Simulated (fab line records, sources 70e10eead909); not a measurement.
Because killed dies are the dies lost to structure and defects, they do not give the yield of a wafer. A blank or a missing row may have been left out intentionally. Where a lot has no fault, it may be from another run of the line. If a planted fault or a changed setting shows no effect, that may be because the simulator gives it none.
Matching of chambers | flow nand-harc | rie-diel-02 running NHARC_P_BONDPAD_STRIP_15: 4 sister chambers
The step strips in O2. 8 wafers are shown with their chamber, then 7 later ones without.

## WAFERS PAIRED WITH THEIR CHAMBERS
wafer  | chamber | drypump-motor-current-A (A) | oes-product-au (a.u.)
L085.3 | 2       | 5.0                         | 1.018
L085.5 | 3       | 5.4                         | 0.984
L085.6 | 2       | 5.0                         | 1.012
L085.1 | 1       | 6.0                         | 0.994
L085.2 | 0       | 6.4                         | 1.022
L085.4 | 3       | 5.4                         | 0.985
L087.1 | 1       | 5.9                         | 0.998
L087.5 | 0       | 6.3                         | 1.025

## WAFERS WITHOUT THEIR CHAMBER
wafer  | drypump-motor-current-A (A) | oes-product-au (a.u.)
L087.6 | 5.4                         | 0.993
L094.2 | 5.4                         | 0.999
L094.4 | 5.0                         | 1.016
L094.5 | 5.4                         | 0.993
L095.1 | 5.1                         | 1.006
L095.3 | 6.4                         | 1.008
L095.6 | 6.3                         | 1.019

## EACH ONE'S CHAMBER
wafer  | from the rows above | in truth
L087.6 | 3                   | 3
L094.2 | 3                   | 3
L094.4 | 2                   | 2
L094.5 | 3                   | 3
L095.1 | 2                   | 2
L095.3 | 0                   | 0
L095.6 | 0                   | 0
Correct placement for 7 of the 7. Not placeable from these rows: 0. Number placed wrongly: 0.
How it was worked out, from the rows above alone: a wafer's distance from a chamber is the root of the sum, over the readings, of the square of ((its reading less the chamber's mean) divided by the reading's scatter). The wafer belongs to the nearest chamber; if the next one is less than 2 further off, it can't be placed. A chamber's mean is the mean of its shown wafers. How the scatter is found: for the shown wafers, subtract from each reading the mean of its chamber, square and add these, divide the total by (wafers less chambers), then take the root.
